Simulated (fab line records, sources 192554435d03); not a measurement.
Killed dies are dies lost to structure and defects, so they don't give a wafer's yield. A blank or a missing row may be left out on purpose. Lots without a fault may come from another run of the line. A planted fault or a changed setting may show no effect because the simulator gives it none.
Split-lot experiment | flow n5_finfet | 7 lots, 21 wafers read, on a route of 1938 steps

THE SPLIT
At N5_BEOL_M12_TRENCH_ETCH_34 (etches SiOC in C4F8/O2/Ar, target depth 318.95 nm, time 125.5 s), the setting time_s was moved away from the recipe's 125.5 s on 9 of the 21 wafers read, by -15.6% to +13.1%. The other wafers ran this setting at the recipe's value.

FROM THE SPLIT TO THE READING: what the file shows between them, 10 steps
- N5_BEOL_M12_STRIP_70: strips in C4F8/O2/Ar
- N5_BEOL_M12_OCD_MEAS_35
- N5_BEOL_M12_SPUTTER_44: material Ta, target thk 10 nm, time 16.13 s (also split here: time_s)
- N5_BEOL_M12_SPUTTER_45: material Cu, target thk 80 nm, time 13.33 s
- N5_BEOL_M12_ECD_47: material Cu, target thk 720 nm
- N5_BEOL_M12_ANNEAL_48: time 90 s
- N5_BEOL_M12_CMP_49: polishes, stops on SiOC, t overpolish 20.6 s, target thk 320 nm
- N5_BEOL_M12_THK_MEAS_50: measures by xrf
- N5_BEOL_M12_PRE_CLEAN_52: time 15 s
- N5_BEOL_M12_DEP_53: deposits SiCN from 3MS/NH3, target thk 30 nm, time 10.5 s

THE READING
M12_RS, in ohm/sq, at N5_BEOL_M12_RS_MEAS_54 (measures by four-point-probe). Fault-free wafers of this fab line usually give 0.0599 ohm/sq, standard deviation 0.0007 ohm/sq.

wafer  | tool, chamber at the split | time_s as run, s | against the recipe | M12_RS, ohm/sq | against lot-mates on the recipe
L074.2 | rie_diel-06, 0             | 125.5            | recipe             | 0.0598         | -
L074.3 | rie_diel-06, 2             | 105.9            | -15.6%             | 0.0711         | +0.0113
L074.5 | rie_diel-06, 0             | 105.9            | -15.6%             | 0.0721         | +0.0123
L076.1 | rie_diel-06, 3             | 125.5            | recipe             | 0.0598         | -
L076.4 | rie_diel-06, 0             | 114.3            | -8.9%              | 0.0662         | +0.0056
L076.6 | rie_diel-06, 1             | 125.5            | recipe             | 0.0614         | -
L077.1 | rie_diel-05, 2             | 142              | +13.1%             | 0.0532         | -0.0056
L077.4 | rie_diel-05, 3             | 125.5            | recipe             | 0.0588         | -
L077.6 | rie_diel-05, 2             | 142              | +13.1%             | 0.0534         | -0.0054
L081.3 | rie_diel-05, 1             | 125.5            | recipe             | 0.0584         | -
L081.4 | rie_diel-05, 0             | 138.5            | +10.4%             | 0.0540         | -0.0044
L081.5 | rie_diel-05, 3             | 138.5            | +10.4%             | 0.0538         | -0.0046
L092.1 | rie_diel-06, 1             | 125.5            | recipe             | 0.0584         | -
L092.4 | rie_diel-06, 2             | 125.5            | recipe             | 0.0602         | -
L092.6 | rie_diel-06, 3             | 125.5            | recipe             | 0.0594         | -
L094.2 | rie_diel-02, 1             | 117.4            | -6.5%              | 0.0646         | +0.0051
L094.5 | rie_diel-02, 3             | 117.4            | -6.5%              | 0.0646         | +0.0051
L094.6 | rie_diel-02, 0             | 125.5            | recipe             | 0.0595         | -
L097.1 | rie_diel-05, 2             | 125.5            | recipe             | 0.0591         | -
L097.3 | rie_diel-05, 1             | 125.5            | recipe             | 0.0589         | -
L097.5 | rie_diel-05, 2             | 125.5            | recipe             | 0.0585         | -

THE FIT
A straight line over all 21 wafers: M12_RS changes by -0.000643 ohm/sq for each +1% of time_s; r = -0.97; the points scatter about the line by 0.0012 ohm/sq.
The same after taking each lot's own level away (the mean of its wafers on the recipe; 21 wafers): -0.000593 ohm/sq for each +1%; r = -0.97; scatter 0.0011 ohm/sq.
On that fit, the largest move of time_s shifts the reading by 0.0093 ohm/sq.
The lots' own levels span 0.05840 to 0.06060 ohm/sq, that is 3.1 times the standard deviation above.
So the lot-to-lot level changes the slope little: the two slopes agree.
Check: with one of the wafers moved furthest among these (-15.6%) left out of the fit, the line predicts +0.0096 ohm/sq for it against its lot-mates. It came out at +0.0113 ohm/sq against them.

OTHER SPLITS ON THESE WAFERS
These wafers also went through other splits before the reading. Each is held against what the fit with the lots' levels taken away leaves over:
other split on the same wafers | wafers away from the commonest value | r with M12_RS (lot level and that fit taken away)
N5_BEOL_M11_COAT_59 spin_rpm   | 8                                    | -0.04
N5_BEOL_M12_SPUTTER_44 time_s  | 6                                    | +0.32

THE WHOLE CHAIN: every reading that the file lists as answering this split, in the file's order
step                       | what it does                                                    | reading                                                                       | change (the file's fit)               | r (the file's)
N5_BEOL_M12_TRENCH_ETCH_34 | etches SiOC in C4F8/O2/Ar, target depth 318.95 nm, time 125.5 s | etch.depth_nm (the simulator's own value, which no gauge read)                | +2.89 nm for each +1% of the setting  | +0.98
N5_BEOL_M12_OCD_MEAS_35    |                                                                 | trench_depth_nm                                                               | +2.89 nm for each +1% of the setting  | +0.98
N5_BEOL_M12_CMP_49         | polishes, stops on SiOC, t overpolish 20.6 s, target thk 320 nm | Cu_of_BEOL_M12_ECD_47.thk_nm (the simulator's own value, which no gauge read) | +2.91 nm for each +1% of the setting  | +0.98
N5_BEOL_M12_THK_MEAS_50    | measures by xrf                                                 | M12_THK                                                                       | +2.87 for each +1% of the setting     | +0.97
N5_BEOL_M12_RS_MEAS_54     | measures by four-point-probe                                    | M12_RS                                                                        | -0.000599 for each +1% of the setting | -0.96

THE FILE'S OWN FIT
M12_RS changes by -0.000599 ohm/sq for each +1% of time_s, r = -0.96.
